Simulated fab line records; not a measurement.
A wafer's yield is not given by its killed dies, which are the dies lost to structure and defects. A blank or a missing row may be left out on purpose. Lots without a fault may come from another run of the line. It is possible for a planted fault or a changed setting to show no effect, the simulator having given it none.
Check for tools in common | flow nandHarc | 14 lots, 42 wafers sampled

== WHAT PROMPTED THE OPENING ==
Flagged at NHARC_P_M2_CD_MEAS_09: reading cdNm, on 2 of 14 lots. Fault-free wafers read 170.0 nm, with a standard deviation of 0.75.
Rule: a lot is flagged in two cases, either no wafer of it has a number, or all its wafers with numbers fall more than 4 standard deviations from that mean. The other lots count as sound.

lot  | measured     | on       | cdNm (nm), wafer by wafer | flag
L143 | day 6 22:22  | cdSem-03 | 170.1 169.5 169.7         | 
L144 | day 7 03:10  | cdSem-03 | 170.4 170.7 170.3         | 
L146 | day 8 10:46  | cdSem-02 | 169.9 170.5 170.8         | 
L147 | day 8 11:34  | cdSem-03 | 169.6 169.8 170.4         | 
L148 | day 8 19:51  | cdSem-03 | 171.0 169.6 171.2         | 
L149 | day 9 17:32  | cdSem-01 | 170.8 170.7 169.6         | 
L150 | day 9 22:11  | cdSem-02 | 171.6 171.8 171.1         | 
L151 | day 10 05:05 | cdSem-01 | 168.8 170.1 169.5         | 
L152 | day 10 13:25 | cdSem-03 | 169.8 169.8 169.1         | 
L153 | day 11 00:58 | cdSem-01 | 194.7 195.6 195.3         | FLAGGED
L154 | day 11 07:46 | cdSem-03 | 169.9 169.2 169.5         | 
L157 | day 12 08:17 | cdSem-01 | 191.1 192.4 191.7         | FLAGGED
L163 | day 14 23:25 | cdSem-03 | 169.9 170.8 169.7         | 
L164 | day 15 16:29 | cdSem-03 | 169.4 169.2 169.7         | 
Average over the flagged lots: 193.5 nm; offset from the usual +23.5 nm, equal to +31 standard deviations.

== LOT BY LOT: THE TOOL USED ==
The record holds 3 process steps before the reading, out of a route of 1302 steps. In each cell: the tool, then ch and the chambers that the sampled wafers went through, then the start.
lot  | flag    | NHARC_P_M1_DESCUM_14              | NHARC_P_M1_ETCH_35                | NHARC_P_M2_EXPOSE_06
L143 |         | rieDiel-01 ch 0,2,3, day 6 18:24  | rieDiel-01 ch 0,2,3, day 6 18:28  | arfiScanner-03 ch 0, day 6 22:14
L144 |         | rieDiel-12 ch 0,1,2, day 6 23:08  | rieDiel-12 ch 2,3, day 6 23:14    | arfiScanner-03 ch 0, day 7 03:01
L146 |         | rieDiel-12 ch 0,2,3, day 8 06:48  | rieDiel-12 ch 0,1,3, day 8 06:53  | arfiScanner-03 ch 0, day 8 10:37
L147 |         | rieDiel-12 ch 0,2, day 8 07:42    | rieDiel-12 ch 2,3, day 8 07:46    | arfiScanner-03 ch 0, day 8 11:26
L148 |         | rieDiel-01 ch 0,1,2, day 8 15:52  | rieDiel-01 ch 1,2, day 8 15:56    | arfiScanner-02 ch 0, day 8 19:43
L149 |         | rieDiel-12 ch 0,1,3, day 9 13:35  | rieDiel-12 ch 0,1,3, day 9 13:41  | arfiScanner-03 ch 0, day 9 17:24
L150 |         | rieDiel-12 ch 0,1,2, day 9 18:13  | rieDiel-12 ch 0,1,3, day 9 18:18  | arfiScanner-02 ch 0, day 9 22:02
L151 |         | rieDiel-12 ch 1,3, day 10 01:07   | rieDiel-12 ch 0,1,2, day 10 01:12 | arfiScanner-01 ch 0, day 10 04:58
L152 |         | rieDiel-12 ch 0,1,3, day 10 09:19 | rieDiel-12 ch 0,1,3, day 10 09:23 | arfiScanner-02 ch 0, day 10 13:16
L153 | FLAGGED | rieDiel-12 ch 0,3, day 10 21:08   | rieDiel-12 ch 0,1,2, day 10 21:14 | arfiScanner-02 ch 0, day 11 00:49
L154 |         | rieDiel-01 ch 0,2,3, day 11 03:48 | rieDiel-01 ch 1,2,3, day 11 03:53 | arfiScanner-01 ch 0, day 11 07:38
L157 | FLAGGED | rieDiel-01 ch 0,2,3, day 12 04:17 | rieDiel-01 ch 1,2, day 12 04:22   | arfiScanner-02 ch 0, day 12 08:08
L163 |         | rieDiel-01 ch 1,2,3, day 14 19:28 | rieDiel-01 ch 2,3, day 14 19:32   | arfiScanner-01 ch 0, day 14 23:17
L164 |         | rieDiel-12 ch 2,3, day 15 12:31   | rieDiel-12 ch 0,1,3, day 15 12:36 | arfiScanner-03 ch 0, day 15 16:20
What these steps do:
- NHARC_P_M1_DESCUM_14: chemistry O2, time 3 s.
- NHARC_P_M1_ETCH_35: etches the open film in N2/H2, target depth 40 nm, overetch 12 nm, time 43.94 s.
- NHARC_P_M2_EXPOSE_06: exposes mask P M2, target cd 170 nm.
- NHARC_P_M2_CD_MEAS_09: target cd 170 nm.

== FLAGGED OVER TOTAL, TOOL BY TOOL (the gauges that took the reading come last) ==
step                  | tool           | lots run | flagged | share of the flagged lots | sound lots run after its first flagged lot
NHARC_P_M1_DESCUM_14  | rieDiel-01     | 5        | 1       | some                      | 1 (L163)
NHARC_P_M1_DESCUM_14  | rieDiel-12     | 9        | 1       | some                      | 1 (L164)
NHARC_P_M1_ETCH_35    | rieDiel-01     | 5        | 1       | some                      | 1 (L163)
NHARC_P_M1_ETCH_35    | rieDiel-12     | 9        | 1       | some                      | 1 (L164)
NHARC_P_M2_EXPOSE_06  | arfiScanner-01 | 3        | 0       | none                      | -
NHARC_P_M2_EXPOSE_06  | arfiScanner-02 | 5        | 2       | all                       | 0
NHARC_P_M2_EXPOSE_06  | arfiScanner-03 | 6        | 0       | none                      | -
NHARC_P_M2_CD_MEAS_09 | cdSem-01       | 4        | 2       | all                       | 0
NHARC_P_M2_CD_MEAS_09 | cdSem-02       | 2        | 0       | none                      | -
NHARC_P_M2_CD_MEAS_09 | cdSem-03       | 8        | 0       | none                      | -

== WHAT THE TABLE PERMITS ==
arfiScanner-02 at NHARC_P_M2_EXPOSE_06 and cdSem-01 at NHARC_P_M2_CD_MEAS_09 are the 2 rows of the table that ran each flagged lot.
- arfiScanner-02 at NHARC_P_M2_EXPOSE_06: 2 of its 5 lots flagged. A fault beginning between L152 (day 10 13:16), its last sound lot, and L153 (day 11 00:49), its first flagged one, fits the data. Its own readings (exposureDoseMJCm2) fall more than 4 standard deviations out on all wafers of the flagged lots.
- cdSem-01 at NHARC_P_M2_CD_MEAS_09: 2 of its 4 lots flagged. A fault beginning between L151 (day 10 05:05), its last sound lot, and L153 (day 11 00:58), its first flagged one, fits the data.
These 2 tools cannot be told apart by counting lots, since each of them fits a fault that started at some hour. More lots, or a look at what each step does to the wafer, might.

== WHAT HAD BEEN PUT IN BY THE SIMULATOR ==
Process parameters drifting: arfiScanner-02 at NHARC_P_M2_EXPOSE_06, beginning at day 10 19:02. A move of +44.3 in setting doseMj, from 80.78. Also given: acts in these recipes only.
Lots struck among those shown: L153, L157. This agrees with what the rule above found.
